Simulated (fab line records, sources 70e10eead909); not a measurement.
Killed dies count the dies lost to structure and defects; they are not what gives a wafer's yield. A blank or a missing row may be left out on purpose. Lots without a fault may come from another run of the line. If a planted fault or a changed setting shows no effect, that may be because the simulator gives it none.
Chamber matching    flow nand-harc    NHARC_A_STAIRCASE_DESCUM_291 on rie-diel-07 has 4 sister chambers
The step chemistry O2, time 3 s. 4 wafers are shown with their chamber, then 8 later ones without.

WAFERS WITH THEIR CHAMBER
wafer   chamber  showerhead-plenum-p-Torr (Torr)
L082.5  2        2.01
L081.5  0        1.84
L081.6  3        2.05
L087.2  1        1.85

WAFERS WHOSE CHAMBER IS MISSING
wafer   showerhead-plenum-p-Torr (Torr)
L087.4  1.84
L087.6  1.85
L087.1  2.00
L087.3  2.05
L087.5  1.84
L088.1  1.84
L088.2  2.05
L088.6  1.84

THE CHAMBER EACH PASSED THROUGH
wafer   from the rows above  in truth
L087.4  0                    0
L087.6  1                    1
L087.1  2                    2
L087.3  3                    3
L087.5  0                    0
L088.1  0                    0
L088.2  3                    3
L088.6  0                    0
Correctly placed: 8 of 8. Left unplaced by these rows: 0. 0 placed wrongly.
How it was worked out, from the rows above alone: a wafer's distance from a chamber is the root of the sum, over the readings, of the square of ((its reading less the chamber's mean) divided by the reading's scatter). If the next closest chamber is less than 2 further off than the closest, the wafer can't be placed; otherwise it belongs to the closest. A chamber's mean is the mean of its shown wafers. The scatter (one wafer shown for each chamber): square how far every hidden wafer sits from the nearest shown wafer, average those squares and take the square root.
